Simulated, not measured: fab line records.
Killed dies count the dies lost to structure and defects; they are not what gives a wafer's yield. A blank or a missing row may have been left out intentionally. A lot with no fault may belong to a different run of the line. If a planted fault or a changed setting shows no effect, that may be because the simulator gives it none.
fab line records | flow n5_finfet
record: lots: 9 wafers: 27 last_day: 18
route steps=1938 shown BEOL_M0@729 BEOL_M1@753 BEOL_M4@1111 PASSIVATION@1936
lots untouched by any fault: they come from a run of this same line in which no faults occurred
start_h: hours from the record's first day to the start of the lot's first wafer shown | wait_h: how many hours have passed since the lot's step before this one | " same as the row above | L1.1+2: a row that stands for several wafers | - value missing, or start not given | * or withheld: withheld | < > ~ a bound
route shown NAME@n: names a module that has steps shown in the file, with the first one's number in the route | usual: mean and standard deviation over wafers with no fault | same: alike in all rows | chamber/n: place in a boat | sites: per-site readings | _std_site: how widely they spread, as a standard deviation | _edge_site: mean of outer sites minus mean of inner sites | radius_mm: how far each site lies from the wafer's centre | mask NAME#n: copy n | behind: the tool/chamber that last shaped the wafer | hold: reason for holding the lot/hours on hold/outcome of the hold | device: names the non-switching transistor (n, p or np) | end of line: tests of these same wafers at the route's end | step lacking rows: just its recipe | killed: count of dies lost to structure and defects at first sort (not the wafer's yield) | map: dies across one wafer; x = killed, . = not, _ = none there
set.NAME: the run value of the setting; set.NAME@STEP: its run value at that earlier step | model.NAME: the simulator's own value behind a step, which no gauge read
a sample of lots followed through the steps of the route, with each step as a table and each wafer as a row
services: from which hour (start_h, from the record's first day; less than 0 if before it) a tool's chamber was out of use, for how many hours, and why
== steps ==
step: N5_BEOL_M0_DEGAS_112
recipe: ambient: vacuum temp_c: 250 time_s: 60
usual: heater_power_w: 330/24
columns lot.wafer tool chamber start_h wait_h heater_power_w
L223.1 pvd_sputter-01 - 123.79 2.2 310
L223.3 " - " " 326
L223.4 " - " " 382
L224.1 pvd_sputter-01 - 123.95 1.9 335
L224.4 " - " " 313
L224.6 " - " " 310
L230.1 pvd_sputter-02 - 163.17 0.3 345
L230.2 " - " " 336
L230.6 " - " " 351
L233.1 pvd_sputter-02 - 185.58 0.1 320
L233.2 " - " " 349
L233.5 " - " " 322
L235.3 pvd_sputter-01 - 190.23 0.1 319
L235.4 " - " " 310
L235.6 " - " " 323
L234.2 pvd_sputter-03 - 190.91 0.4 375
L234.4 " - " " 302
L234.6 " - " " 322
L242.2 pvd_sputter-01 - 231.99 0.2 385
L242.5 " - " " 302
L242.6 " - " " 321
L245.3 pvd_sputter-01 - 254.11 0.3 320
L245.5 " - " " 312
L245.6 " - " " 329
L246.1 pvd_sputter-02 - 254.64 0.3 345
L246.3 " - " " 323
L246.4 " - " " 314
step: N5_BEOL_M0_SURFACE_TREAT_137
recipe: gas: Ar time_s: * ion_energy_ev: * ion_current_ma_cm2: 0.5 pressure_mtorr: * ar_flow_sccm: 30
usual: throttle_valve_pct: *
columns lot.wafer tool chamber start_h wait_h throttle_valve_pct
L223.1 pvd_sputter-02 - 124.12 0.1 *
L223.3 " - " " *
L223.4 " - " " *
L224.1 pvd_sputter-03 - 124.42 0.2 *
L224.4 " - " " *
L224.6 " - " " *
L230.1 pvd_sputter-02 - 163.63 0.2 *
L230.2 " - " " *
L230.6 " - " " *
L233.1 pvd_sputter-02 - 186.10 0.2 *
L233.2 " - " " *
L233.5 " - " " *
L235.3 pvd_sputter-03 - 190.87 0.4 *
L235.4 " - " " *
L235.6 " - " " *
L234.2 pvd_sputter-03 - 191.53 0.3 *
L234.4 " - " " *
L234.6 " - " " *
L242.2 pvd_sputter-01 - 232.43 0.2 *
L242.5 " - " " *
L242.6 " - " " *
L245.3 pvd_sputter-01 - 254.50 0.2 *
L245.5 " - " " *
L245.6 " - " " *
L246.1 pvd_sputter-02 - 255.24 0.2 *
L246.3 " - " " *
L246.4 " - " " *
step: N5_BEOL_M0_SPUTTER_134
recipe: material: Cu target_thk_a: 40 temp_c: -20 chamber_pressure_pa: 0.07 power_w: withheld time_s: 7.37
usual: throttle_valve_pct: 29.7/1.2
columns lot.wafer tool chamber start_h wait_h throttle_valve_pct
L223.1 pvd_sputter-02 - 124.57 0.0 29.3
L223.3 " - " " 31.6
L223.4 " - " " 30.2
L224.1 pvd_sputter-03 - 124.86 0.0 30.0
L224.4 " - " " 27.6
L224.6 " - " " 27.2
L230.1 pvd_sputter-03 - 165.20 0.0 27.4
L230.2 " - " " 31.4
L230.6 " - " " 27.5
L233.1 pvd_sputter-03 - 188.00 0.0 30.0
L233.2 " - " " 27.7
L233.5 " - " " 27.9
L235.3 pvd_sputter-03 - 191.33 0.0 27.8
L235.4 " - " " 29.4
L235.6 " - " " 29.5
L234.2 pvd_sputter-03 - 192.01 0.0 31.3
L234.4 " - " " 29.4
L234.6 " - " " 31.2
L242.2 pvd_sputter-03 - 234.01 0.0 30.0
L242.5 " - " " 29.5
L242.6 " - " " 27.4
L245.3 pvd_sputter-02 - 254.96 0.0 29.2
L245.5 " - " " 30.1
L245.6 " - " " 31.1
L246.1 pvd_sputter-02 - 255.94 0.0 30.2
L246.3 " - " " 31.6
L246.4 " - " " 29.1
step: N5_BEOL_M1_PECVD_72
recipe: material: SiO2 target_thk_a: 160 temp_c: 400 precursor: TEOS/O2 pressure_torr: 5.5 rf_w: 450 teos_flow_sccm: 53.8 gas: O2 flow_sccm: 3000 time_s: 18
usual: heater_power_w: 690/80 showerhead_plenum_p_Torr: 8.79/0.044 susceptor_temp_C: 399.98/0.23 throttle_valve_pct: 22.5/1.4
columns lot.wafer tool chamber start_h wait_h heater_power_w showerhead_plenum_p_Torr susceptor_temp_C throttle_valve_pct
L223.1 pecvd-04 2 126.05 0.0 678 8.85 400.05 22.1
L223.3 " 0 " " 771 8.77 400.05 20.7
L223.4 " 1 " " 729 8.80 399.86 24.4
L224.1 pecvd-04 2 126.45 0.0 701 8.85 400.25 22.2
L224.4 " 2 " " 688 8.84 400.05 22.0
L224.6 " 1 " " 822 8.78 399.88 24.7
L230.1 pecvd-04 2 166.54 0.0 654 8.88 400.27 22.4
L230.2 " 0 " " 700 8.79 399.94 21.4
L230.6 " 1 " " 810 8.80 399.73 24.6
L233.1 pecvd-04 1 189.34 0.0 662 8.80 386.25 24.3
L233.2 " 0 " " 669 8.79 400.59 21.6
L233.5 " 2 " " 696 8.85 399.65 22.3
L235.3 pecvd-04 0 192.66 0.0 786 8.79 399.69 21.5
L235.4 " 0 " " 775 8.79 399.75 21.4
L235.6 " 1 " " 740 8.80 385.88 24.5
L234.2 pecvd-03 1 193.34 0.0 734 8.72 399.76 22.9
L234.4 " 1 " " 727 8.72 399.97 22.9
L234.6 " 2 " " 594 8.77 399.90 21.4
L242.2 pecvd-03 1 235.38 0.0 657 8.69 400.01 23.1
L242.5 " 2 " " 650 8.73 399.85 20.0
L242.6 " 1 " " 662 8.72 399.99 23.1
L245.3 pecvd-02 1 256.49 0.0 699 8.72 399.89 24.7
L245.5 " 2 " " 705 8.77 399.89 20.9
L245.6 " 1 " " 717 8.75 400.17 24.6
L246.1 pecvd-04 0 257.28 0.0 774 8.81 400.08 21.8
L246.3 " 2 " " 666 8.81 399.85 22.5
L246.4 " 1 " " 728 8.80 399.81 24.3
step: N5_BEOL_M1_CMP_52
recipe: stop_on: SiOC t_overpolish_s: 6.8 down_force_psi: 1 platen_rpm: 50 clearing_platen_down_force_psi: 1.5 clearing_platen_rpm: 50 post_cmp_clean: cu_alkaline target_thk_nm: 40 clearing_platen_pad_velocity_m_s: 0.99484 pad_velocity_m_s: 0.99484
usual: barrier_field_endpoint_s: 24.9/0.66 motor_current_A: 5.9/0.44 platen_rpm: 50.00/0.033
columns lot.wafer tool chamber start_h wait_h barrier_field_endpoint_s motor_current_A platen_rpm
L223.3 cmp-04 0 132.84 0.2 24.3 6.2 50.00
L223.1 " 1 " " 23.6 5.8 50.00
L223.4 " 2 " " 24.8 6.0 50.00
L224.1 cmp-04 2 136.74 0.3 24.7 5.7 49.99
L224.4 " 0 " " 25.1 6.7 50.01
L224.6 " 3 " " 25.1 6.2 50.04
L230.1 cmp-03 3 192.74 0.3 25.3 6.5 49.99
L230.2 " 0 " " 25.3 4.8 50.01
L230.6 " 2 " " 25.4 5.7 50.06
L233.1 cmp-03 0 197.62 0.3 27.3 5.0 49.99
L233.2 " 1 " " 25.8 5.8 49.97
L233.5 " 0 " " 25.6 5.4 50.03
L235.4 cmp-03 1 205.94 0.1 25.9 5.8 49.99
L235.3 " 0 " " 25.1 5.3 49.99
L235.6 " 2 " " 26.5 5.6 50.04
L234.4 cmp-03 2 208.09 0.1 25.5 5.8 49.93
L234.2 " 0 " " 25.4 5.0 49.98
L234.6 " 2 " " 25.4 5.8 49.98
L242.2 cmp-04 3 248.99 0.3 23.8 6.5 49.96
L242.6 " 0 " " 25.0 6.4 50.03
L242.5 " 1 " " 24.1 6.0 49.99
L246.1 cmp-04 3 275.22 0.3 23.4 6.5 49.92
L246.4 " 0 " " 25.0 6.2 50.00
L246.3 " 1 " " 24.1 6.3 49.93
L245.3 cmp-03 2 278.44 0.2 23.9 5.8 50.01
L245.5 " 1 " " 25.3 5.9 50.04
L245.6 " 2 " " 24.6 5.7 50.05
step: N5_BEOL_M4_RC_MEAS_101
usual: DIBL_N: 36.4/2.7 DIBL_P: 36/3.2 IOFF_N: 0.16/0.046 IOFF_P: 0.21/0.055 ION_N: 677/15 ION_P: 464/11 SS_N: 71.5/0.79 SS_P: 73.3/0.93 VT_N: 250/4.1 VT_P: -251/4.4
columns lot.wafer tool chamber start_h wait_h DIBL_N[mV/V] DIBL_P[mV/V] IOFF_N[nA/um] IOFF_P[nA/um] ION_N[uA/um] ION_P[uA/um] SS_N[mV/dec] SS_P[mV/dec] VT_N[mV] VT_P[mV]
L223.1 prober-01 0 164.22 0.2 34.9 35 0.14 0.22 670 466 72.1 73.6 251 -247
L223.3 " 0 " " 36.4 37 0.18 0.26 683 472 72.4 73.2 247 -245
L223.4 " 0 " " 39.0 41 0.23 0.35 690 470 72.5 75.1 247 -240
L224.1 prober-02 0 166.53 0.0 37.0 35 0.16 0.21 680 467 71.0 73.8 249 -249
L224.4 " 0 " " 43.5 44 0.32 0.42 733 500 72.7 76.2 242 -240
L224.6 " 0 " " 39.5 38 0.22 0.29 692 479 71.5 73.5 244 -245
L230.1 prober-01 0 232.56 0.0 32.3 32 0.10 0.15 669 465 70.9 71.4 255 -253
L230.2 " 0 " " 36.5 38 0.17 0.23 687 472 71.7 72.6 248 -250
L230.6 " 0 " " 33.2 33 0.11 0.16 665 458 70.6 71.4 251 -252
L233.1 prober-02 0 238.22 0.0 36.4 37 0.16 0.22 677 468 71.0 74.2 247 -248
L233.2 " 0 " " 37.7 38 0.19 0.23 709 480 71.3 73.8 243 -249
L233.5 " 0 " " 36.7 36 0.15 0.19 672 457 71.5 73.1 251 -252
L235.3 prober-02 0 249.67 0.3 35.0 36 0.17 0.21 704 478 71.3 73.8 246 -248
L235.4 " 0 " " 33.4 34 0.15 0.20 691 471 70.3 72.8 246 -248
L235.6 " 0 " " 32.7 33 0.13 0.17 668 460 70.5 72.9 249 -253
L234.2 prober-01 0 251.34 0.2 36.4 37 0.17 0.26 683 470 71.5 73.6 248 -245
L234.4 " 0 " " 35.7 35 0.15 0.22 678 470 71.1 72.9 249 -248
L234.6 " 0 " " 35.9 37 0.18 0.26 695 484 71.2 72.8 246 -249
L242.2 prober-02 0 293.20 0.2 36.9 38 0.17 0.24 689 475 71.3 74.3 247 -247
L242.5 " 0 " " 37.6 37 0.17 0.24 675 466 72.1 74.6 249 -248
L242.6 " 0 " " 37.0 36 0.17 0.22 676 454 71.6 74.0 248 -247
L245.3 prober-02 0 319.36 0.3 40.0 38 0.21 0.22 677 457 72.4 73.5 249 -253
L245.5 " 0 " " 36.7 34 0.14 0.16 659 448 71.2 72.5 253 -257
L245.6 " 0 " " 41.0 40 0.23 0.25 689 467 72.3 74.2 247 -252
L246.1 prober-01 0 319.44 0.0 28.6 29 0.06 0.09 633 435 70.3 70.7 264 -265
L246.3 " 0 " " 32.5 32 0.11 0.12 658 440 71.0 71.9 256 -259
L246.4 " 0 " " 32.1 33 0.11 0.13 677 462 70.6 71.7 253 -259
step: N5_PASSIVATION_PROBE_49
usual: defect_limited_yield: 91.1/1.4 killed_at_M0_to_M3: 34/9.7 killed_at_M4_up: 13/5.1 killed_at_contacts: 14/6.3 killed_at_front_end: 40/11 killed_at_other: 3.5/2.7 killed_dies: 105/16 killed_on_rim: 13/4.1 killed_open: 70/12 killed_short: 34/7.8 sort_bin_4_leakage: 0.02/0.13 sort_bin_5_function: 5.2/0.88 sort_bin_6_memory: 3.3/0.7 sort_bin_8_speed: 0.1/0.62 sort_n_pass: 1074/17 sort_yield_pct: 91.0/1.5
same: gross_dies: 1180 killed_at_back_side: 0
columns lot.wafer tool chamber start_h wait_h defect_limited_yield[%] killed_at_M0_to_M3 killed_at_M4_up killed_at_contacts killed_at_front_end killed_at_other killed_dies killed_on_rim killed_open killed_short sort_bin_4_leakage[%] sort_bin_5_function[%] sort_bin_6_memory[%] sort_bin_8_speed[%] sort_n_pass sort_yield_pct[%]
L223.1 prober-01 - 271.66 0.0 93.2 31 10 9 28 2 80 9 61 18 0 3.7 3.0 0 1100 93.2
L223.3 prober-01 - 271.76 0.1 90.2 55 8 15 34 4 116 25 76 39 0 5.9 3.3 0 1064 90.2
L223.4 prober-01 - 271.81 0.2 93.0 27 19 8 23 6 83 15 61 21 0.08 4.1 2.9 0 1096 92.9
L224.1 prober-01 - 280.91 0.0 91.1 50 9 6 39 1 105 12 73 32 0 5.6 2.7 0 1075 91.1
L224.4 prober-01 - 281.06 0.2 91.3 41 9 17 34 2 103 10 70 33 1.53 5.1 3.4 0 1059 89.7
L224.6 prober-01 - 281.16 0.3 87.8 48 16 18 60 2 144 18 98 46 0 6.6 5.3 0 1036 87.8
L230.1 prober-01 - 335.86 0.0 89.7 40 13 11 57 1 122 17 83 35 0 6.1 3.9 0 1058 89.7
L230.2 prober-01 - 335.91 0.1 90.7 36 10 13 47 4 110 13 77 32 0 5.4 3.8 0 1070 90.7
L230.6 prober-01 - 336.11 0.3 88.7 32 20 14 66 1 133 17 87 45 0 5.5 5.1 0 1047 88.7
L233.1 prober-01 - 339.32 0.0 90.6 31 15 8 49 8 111 16 71 38 0 6.1 2.7 0 1069 90.6
L233.2 prober-01 - 339.37 0.1 91.4 24 22 21 24 10 101 14 61 40 0 5.5 2.8 0 1079 91.4
L233.5 prober-01 - 339.52 0.2 91.6 31 18 19 22 9 99 11 62 35 0 5.2 2.7 0 1081 91.6
L234.2 prober-02 - 357.47 0.1 91.9 42 18 8 22 6 96 8 55 39 0 5.5 2.5 0 1084 91.9
L234.4 prober-02 - 357.57 0.2 92.2 21 12 18 37 4 92 15 68 23 0 5.0 2.7 0 1088 92.2
L234.6 prober-02 - 357.67 0.3 90.0 29 22 22 43 2 118 8 78 40 0 6.1 3.5 0 1062 90.0
L235.3 prober-01 - 357.51 0.1 92.9 28 10 14 27 5 84 6 60 23 0 4.2 2.5 0 1096 92.9
L235.4 prober-01 - 357.56 0.2 92.4 26 5 7 42 10 90 9 66 24 0 4.4 3.1 0 1090 92.4
L235.6 prober-01 - 357.66 0.3 92.7 36 10 5 30 5 86 8 57 27 0 4.7 2.2 0 1094 92.7
L242.2 prober-01 - 398.84 0.1 91.2 39 6 14 43 2 104 15 75 29 0 5.8 2.8 0 1076 91.2
L242.5 prober-01 - 398.99 0.2 93.1 38 8 13 15 8 82 11 50 27 0 4.2 2.5 0 1098 93.1
L242.6 prober-01 - 399.04 0.3 91.4 38 12 16 22 14 102 11 62 38 0 5.2 3.0 0 1078 91.4
L245.3 prober-01 - 423.82 0.1 91.2 25 15 10 49 5 104 18 70 34 0 5.6 3.1 0 1076 91.2
L245.5 prober-01 - 423.92 0.2 88.7 32 28 8 62 3 133 17 90 43 0 7.5 3.6 0 1047 88.7
L245.6 prober-01 - 423.97 0.3 87.8 40 18 21 63 2 144 13 107 37 0 7.5 4.5 0 1036 87.8
L246.1 prober-01 - 429.84 0.0 92.8 27 15 8 32 3 85 13 65 16 0 3.8 3.0 7.0 1012 85.8
L246.3 prober-01 - 429.94 0.1 87.7 61 7 4 72 1 145 19 86 54 0 6.0 5.6 0 1035 87.7
L246.4 prober-01 - 429.99 0.2 91.4 30 13 14 41 3 101 7 72 27 0 5.7 2.8 0 1079 91.4
killed by level:class
L223.1 STI_FIN_REVEAL:geometric_particle:open=13 BEOL_M1:geometric_particle:open=9 MOL_CONTACT_COAG:geometric_particle:open=8 BEOL_M0_SAQP:geometric_particle:open=7 BEOL_M0:geometric_particle:open=6 GATE_CUT:geometric_particle:short=3 BEOL_M4:geometric_particle:open=3 FIN_SAQP:geometric_particle:open=2
L223.3 BEOL_M3:geometric_particle:open=15 MOL_CONTACT_COAG:geometric_particle:open=10 BEOL_M0_SAQP:geometric_particle:short=9 STI_FIN_REVEAL:geometric_particle:open=8 BEOL_M0_SAQP:geometric_particle:open=8 BEOL_M1:geometric_particle:open=8 BEOL_M1:geometric_particle:short=6 MOL_CONTACT_COAG:geometric_particle:short=5
L223.4 STI_FIN_REVEAL:geometric_particle:open=8 BEOL_M0_SAQP:geometric_particle:open=8 BEOL_M1:geometric_particle:open=8 BEOL_M4:geometric_particle:open=7 BEOL_M0_SAQP:geometric_particle:short=6 FIN_SAQP:geometric_particle:open=4 MOL_CONTACT_COAG:geometric_particle:short=4 MOL_CONTACT_COAG:geometric_particle:open=4
L224.1 BEOL_M0_SAQP:geometric_particle:open=12 FIN_SAQP:geometric_particle:open=10 BEOL_M2:geometric_particle:open=9 BEOL_M3:geometric_particle:open=9 BEOL_M4:geometric_particle:open=8 GATE_CUT:geometric_particle:open=7 FIN_SAQP:geometric_particle:short=6 BEOL_M0_SAQP:geometric_particle:short=6
L224.4 MOL_CONTACT_COAG:geometric_particle:open=14 BEOL_M0_SAQP:geometric_particle:open=14 STI_FIN_REVEAL:geometric_particle:open=10 BEOL_M0_SAQP:geometric_particle:short=6 BEOL_M3:geometric_particle:open=6 STI_FIN_REVEAL:geometric_particle:short=4 BEOL_M2:geometric_particle:open=4 BEOL_M3:geometric_particle:short=4
L224.6 FIN_SAQP:geometric_particle:open=18 STI_FIN_REVEAL:geometric_particle:open=15 BEOL_M0_SAQP:geometric_particle:open=14 BEOL_M2:geometric_particle:open=12 MOL_CONTACT_COAG:geometric_particle:open=11 MOL_CONTACT_COAG:geometric_particle:short=7 FIN_SAQP:geometric_particle:short=6 STI_FIN_REVEAL:geometric_particle:short=6
L230.1 STI_FIN_REVEAL:geometric_particle:open=16 BEOL_M0_SAQP:geometric_particle:open=14 MOL_CONTACT_COAG:geometric_particle:open=9 BEOL_M2:geometric_particle:open=8 BEOL_M0_SAQP:geometric_particle:short=7 DUMMY_GATE:geometric_particle:open=6 STI_FIN_REVEAL:geometric_particle:short=5 GATE_CUT:geometric_particle:short=5
L230.2 MOL_CONTACT_COAG:geometric_particle:open=12 BEOL_M0_SAQP:geometric_particle:open=9 STI_FIN_REVEAL:geometric_particle:open=8 BEOL_M0_SAQP:geometric_particle:short=8 BEOL_M5:geometric_particle:open=8 FIN_SAQP:geometric_particle:open=7 DUMMY_GATE:geometric_particle:open=7 BEOL_M3:geometric_particle:open=7
L230.6 STI_FIN_REVEAL:geometric_particle:open=23 MOL_CONTACT_COAG:geometric_particle:open=11 STI_FIN_REVEAL:geometric_particle:short=8 BEOL_M0_SAQP:geometric_particle:short=6 BEOL_M0_SAQP:geometric_particle:open=6 BEOL_M4:geometric_particle:open=6 STARTING-WAFER:geometric_particle:short=6 FIN_SAQP:geometric_particle:open=5
L233.1 STI_FIN_REVEAL:geometric_particle:open=11 BEOL_M2:geometric_particle:open=10 DUMMY_GATE:geometric_particle:open=9 FIN_SAQP:geometric_particle:open=8 BEOL_M0_SAQP:geometric_particle:open=8 MOL_CONTACT_COAG:geometric_particle:open=7 STARTING-WAFER:geometric_particle:short=6 GATE_CUT:geometric_particle:short=6
L233.2 MOL_CONTACT_COAG:geometric_particle:open=16 BEOL_M0_SAQP:geometric_particle:short=9 BEOL_M4:geometric_particle:open=9 STARTING-WAFER:geometric_particle:short=5 MOL_CONTACT_COAG:geometric_particle:short=5 BEOL_M0_SAQP:geometric_particle:open=5 GATE_CUT:geometric_particle:short=4 PASS1_DEP:geometric_particle:short=4
L233.5 MOL_CONTACT_COAG:geometric_particle:open=16 BEOL_M4:geometric_particle:open=6 STI_FIN_REVEAL:geometric_particle:open=5 BEOL_M0_SAQP:geometric_particle:open=5 BEOL_M2:geometric_particle:short=5 BEOL_M3:geometric_particle:open=5 DUMMY_GATE:geometric_particle:open=4 BEOL_M1:geometric_particle:open=4
L234.2 BEOL_M0_SAQP:geometric_particle:short=7 BEOL_M1:geometric_particle:open=7 BEOL_M1:geometric_particle:short=7 BEOL_M4:geometric_particle:open=7 MOL_CONTACT_COAG:geometric_particle:open=6 BEOL_M2:geometric_particle:open=5 DUMMY_GATE:geometric_particle:open=4 BEOL_M0_SAQP:geometric_particle:open=4
L235.3 MOL_CONTACT_COAG:geometric_particle:open=14 BEOL_M2:geometric_particle:open=8 BEOL_M0_SAQP:geometric_particle:short=7 FIN_SAQP:geometric_particle:open=6 BEOL_M0_SAQP:geometric_particle:open=6 FIN_SAQP:geometric_particle:short=4 BEOL_M1:geometric_particle:open=4 DUMMY_GATE:geometric_particle:open=3
L235.4 STI_FIN_REVEAL:geometric_particle:open=14 FIN_SAQP:geometric_particle:open=6 BEOL_M2:geometric_particle:open=6 BEOL_M3:geometric_particle:open=6 MOL_CONTACT_COAG:geometric_particle:open=5 DUMMY_GATE:geometric_particle:open=4 MIM_TOP_ETCH:geometric_particle:open=4 BEOL_M0_SAQP:geometric_particle:open=4
L234.4 MOL_CONTACT_COAG:geometric_particle:open=15 BEOL_M1:geometric_particle:open=10 BEOL_M4:geometric_particle:open=9 STI_FIN_REVEAL:geometric_particle:open=8 DUMMY_GATE:geometric_particle:open=8 ILD0:geometric_particle:short=4 BEOL_M2:geometric_particle:open=4 FIN_SAQP:geometric_particle:open=3
L235.6 BEOL_M1:geometric_particle:open=9 STI_FIN_REVEAL:geometric_particle:open=8 BEOL_M0_SAQP:geometric_particle:short=7 BEOL_M2:geometric_particle:open=7 FIN_SAQP:geometric_particle:short=6 BEOL_M0_SAQP:geometric_particle:open=6 MOL_CONTACT_COAG:geometric_particle:open=5 FIN_SAQP:geometric_particle:open=4
L234.6 MOL_CONTACT_COAG:geometric_particle:open=20 BEOL_M4:geometric_particle:open=12 BEOL_M1:geometric_particle:open=10 BEOL_M0_SAQP:geometric_particle:open=7 FIN_SAQP:geometric_particle:short=6 DUMMY_GATE:geometric_particle:open=6 BEOL_M0_SAQP:geometric_particle:short=6 BEOL_M4:geometric_particle:short=5
L242.2 STI_FIN_REVEAL:geometric_particle:open=22 MOL_CONTACT_COAG:geometric_particle:open=12 BEOL_M3:geometric_particle:open=10 BEOL_M0_SAQP:geometric_particle:open=8 BEOL_M0_SAQP:geometric_particle:short=8 STI_FIN_REVEAL:geometric_particle:short=7 BEOL_M2:geometric_particle:open=5 FIN_SAQP:geometric_particle:short=3
L242.5 BEOL_M0_SAQP:geometric_particle:short=12 MOL_CONTACT_COAG:geometric_particle:open=11 BEOL_M3:geometric_particle:open=9 BEOL_M0_SAQP:geometric_particle:open=8 MIM_TOP_ETCH:geometric_particle:short=4 ILD0:geometric_particle:short=3 BEOL_M1:geometric_particle:open=3 BEOL_M2:geometric_particle:open=3
L242.6 MOL_CONTACT_COAG:geometric_particle:open=13 BEOL_M1:geometric_particle:open=10 BEOL_M3:geometric_particle:open=6 GATE_CUT:geometric_particle:short=6 BEOL_M0_SAQP:geometric_particle:short=5 MIM_TOP_ETCH:geometric_particle:short=5 BEOL_M2:geometric_particle:open=5 BEOL_M0_SAQP:geometric_particle:open=4
L245.3 STI_FIN_REVEAL:geometric_particle:open=22 BEOL_M0_SAQP:geometric_particle:open=10 MOL_CONTACT_COAG:geometric_particle:open=9 BEOL_M4:geometric_particle:short=7 STI_FIN_REVEAL:geometric_particle:short=6 BEOL_M0_SAQP:geometric_particle:short=5 FIN_SAQP:geometric_particle:open=4 FIN_SAQP:geometric_particle:short=4
L245.5 STI_FIN_REVEAL:geometric_particle:open=18 FIN_SAQP:geometric_particle:open=12 BEOL_M5:geometric_particle:open=10 GATE_CUT:geometric_particle:short=9 FIN_SAQP:geometric_particle:short=8 MOL_CONTACT_COAG:geometric_particle:open=7 BEOL_M1:geometric_particle:open=6 BEOL_M1:geometric_particle:short=6
L245.6 STI_FIN_REVEAL:geometric_particle:open=30 MOL_CONTACT_COAG:geometric_particle:open=20 BEOL_M0_SAQP:geometric_particle:open=12 FIN_SAQP:geometric_particle:open=10 BEOL_M0_SAQP:geometric_particle:short=8 BEOL_M2:geometric_particle:open=8 STI_FIN_REVEAL:geometric_particle:short=7 BEOL_M4:geometric_particle:open=7
L246.1 STI_FIN_REVEAL:geometric_particle:open=13 BEOL_M1:geometric_particle:open=8 BEOL_M4:geometric_particle:open=8 MOL_CONTACT_COAG:geometric_particle:open=6 BEOL_M2:geometric_particle:open=6 BEOL_M0_SAQP:geometric_particle:open=4 HKMG_FIN:area_etch=4 FIN_SAQP:geometric_particle:short=3
L246.3 FIN_SAQP:geometric_particle:short=19 STI_FIN_REVEAL:geometric_particle:open=17 BEOL_M3:geometric_particle:open=15 FIN_SAQP:geometric_particle:open=14 BEOL_M0_SAQP:geometric_particle:short=12 BEOL_M2:geometric_particle:open=12 BEOL_M1:geometric_particle:open=6 HKMG_FIN:area_etch=5
L246.4 MOL_CONTACT_COAG:geometric_particle:open=12 FIN_SAQP:geometric_particle:open=11 STI_FIN_REVEAL:geometric_particle:open=11 BEOL_M3:geometric_particle:open=8 BEOL_M2:geometric_particle:open=7 BEOL_M0_SAQP:geometric_particle:short=5 DUMMY_GATE:geometric_particle:open=4 BEOL_M4:geometric_particle:open=4
== services ==
columns tool chamber start_h hours kind
pvd_sputter-02 - 116.29 4.1 repair
cmp-03 - 123.58 3.4 pm
cmp-04 - 124.09 4.0 pm
cmp-04 - 128.09 - consumable_replace:conditioner
cmp-04 - 128.09 - consumable_replace:pad
cmp-04 - 128.09 4.6 pm
pecvd-03 0 130.76 2.1 scheduled_down
pvd_sputter-03 - 137.19 0.5 repair
cmp-04 - 147.72 1.7 repair
cmp-03 - 161.57 1.2 repair
pvd_sputter-01 - 172.98 11.1 repair
pecvd-02 0 175.39 2.1 scheduled_down
pecvd-04 0 182.03 5.5 scheduled_down
pecvd-03 - 183.37 1.1 repair
pecvd-02 2 185.05 3.7 repair
pecvd-03 2 202.38 - clean
pecvd-03 2 202.38 - consumable_replace:showerhead
pecvd-03 2 202.38 29.0 scheduled_down
pecvd-03 2 202.38 29.0 vent_cycle
cmp-04 - 203.16 1.2 repair
pecvd-02 - 222.48 6.0 pm
pecvd-03 0 225.32 16.5 scheduled_down
cmp-03 - 236.80 5.6 repair
pecvd-03 2 264.01 2.1 scheduled_down
== key ==
first_sign: step: N5_BEOL_M1_PECVD_72 reading: susceptor_temp_C direction: down sigmas: 61 usual: * struck: *
effect: step: N5_BEOL_M1_CMP_52 reading: barrier_field_endpoint_s direction: up sigmas: 3.1 usual: 24.9 struck: 26.9
met_at N5_BEOL_M1_PECVD_72
struck_lots L233,L235
struck_wafers L233.1,L235.6
not_acting_at N5_BEOL_M0_DEGAS_112,N5_BEOL_M0_SURFACE_TREAT_137,N5_BEOL_M0_SPUTTER_134
onset_between 166.54 189.34
fault: kind: process_parameter_drift tool: pecvd-04 chamber: 1 onset_h: 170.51 steps: N5_BEOL_M1_PECVD_72 channel: temp_c offset: * shape: step end_h: 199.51 acts_in: * stated: *
